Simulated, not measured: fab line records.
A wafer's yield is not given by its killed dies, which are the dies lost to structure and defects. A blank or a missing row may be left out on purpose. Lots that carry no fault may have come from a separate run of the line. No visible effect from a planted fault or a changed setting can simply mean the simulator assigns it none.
Matching of chambers | flow nand_harc | NHARC_A_M0_ETCH_34 on rie_diel-13 has 4 sister chambers
The step etches the open film in N2/H2, target depth 40 nm, overetch 12 nm, time 43.94 s. 8 wafers are shown with their chamber, then 10 later ones without.

== WAFERS PAIRED WITH THEIR CHAMBERS ==
wafer  | chamber | showerhead_plenum_p_Torr (Torr) | drypump_motor_current_A (A)
L077.4 | 1       | 1.96                            | 6.02
L077.5 | 1       | 1.96                            | 6.01
L081.4 | 3       | 2.06                            | 5.63
L082.2 | 0       | 2.07                            | 6.21
L082.4 | 2       | 2.17                            | 6.17
L082.6 | 3       | 2.06                            | 5.63
L085.1 | 2       | 2.17                            | 6.16
L085.2 | 0       | 2.06                            | 6.20

== WAFERS WITHOUT THEIR CHAMBER ==
wafer  | showerhead_plenum_p_Torr (Torr) | drypump_motor_current_A (A)
L085.6 | 2.17                            | 6.18
L087.1 | 1.96                            | 6.03
L087.4 | 2.06                            | 6.20
L087.6 | 2.06                            | 5.60
L088.2 | 1.96                            | 6.03
L088.3 | 2.17                            | 6.14
L088.5 | 1.96                            | 6.05
L091.1 | 2.17                            | 6.24
L091.5 | 2.17                            | 6.19
L091.6 | 2.06                            | 5.64

== WHICH CHAMBER EACH ONE RAN IN ==
wafer  | from the rows above | in truth
L085.6 | 2                   | 2
L087.1 | 1                   | 1
L087.4 | 0                   | 0
L087.6 | 3                   | 3
L088.2 | 1                   | 1
L088.3 | 2                   | 2
L088.5 | 1                   | 1
L091.1 | 2                   | 2
L091.5 | 2                   | 2
L091.6 | 3                   | 3
10 of 10 placed correctly. From these rows, 0 cannot be placed. 0 placed wrongly.
How it was worked out, from the rows above alone: a wafer's distance from a chamber is the root of the sum, over the readings, of the square of ((its reading less the chamber's mean) divided by the reading's scatter). If the next closest chamber is less than 2 further off than the closest, the wafer can't be placed; otherwise it belongs to the closest. Each chamber's mean is taken over the wafers shown for it. The scatter is the square root of a quotient: the sum, over the shown wafers, of each reading's squared deviation from its chamber's mean, divided by wafers minus chambers.
